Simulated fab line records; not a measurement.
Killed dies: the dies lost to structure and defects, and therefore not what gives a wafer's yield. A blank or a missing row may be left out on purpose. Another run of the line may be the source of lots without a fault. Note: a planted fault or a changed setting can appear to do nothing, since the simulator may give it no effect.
Which tool did it? ; flow n5_finfet ; 36 wafers sampled from 12 lots at 1 step of a route of 1938

WHAT THE GAUGES SHOWED, per wafer
N5_BEOL_M11_THK_MEAS_53: measures by xrf.
lot;measured;on;M11_THK (nm)
L075;day 10 18:55;film_metro-02;140.1 142.5 141.3
L076;day 11 08:25;film_metro-01;136.9 139.3 136.8
L081;day 12 02:05;film_metro-02;137.2 137.0 138.8
L079;day 12 11:28;film_metro-01;134.3 138.1 136.2
L083;day 12 16:47;film_metro-02;140.8 142.8 144.5
L086;day 13 17:52;film_metro-01;134.5 135.5 135.1
L089;day 13 23:07;film_metro-01;141.0 139.4 140.2
L088;day 14 03:59;film_metro-02;143.1 137.3 137.2
L091;day 14 23:39;film_metro-01;139.3 141.7 139.0
L092;day 15 03:28;film_metro-02;138.6 142.5 140.8
L095;day 16 06:38;film_metro-01;137.7 140.6 135.5
L096;day 16 13:34;film_metro-02;139.1 136.3 136.6

EACH LOT AND THE TOOL THAT RAN IT (in order: tool; ch and the chambers of the sampled wafers; start)
The record holds no process step before these readings.

THE ANSWER, worked out from the rows above alone
Rule: usual is defined by the lots themselves. The widest of any qualifying gaps counts: lots, ordered by their means at a reading, are off when they make up no more than a third of the lots, leave a main group of 4 or more, and stand apart from it by 3 or more times the standard deviation of that group's means. Not used: any main group whose means are identical at the precision the tables above print for the reading. A lot without any number at a reading at which 4 lots or more have one is off too. The other lots that the step has rows for count as sound.
Nothing can be told from this: no lot is off at any reading shown.

WHAT WAS PUT IN BY THE SIMULATOR
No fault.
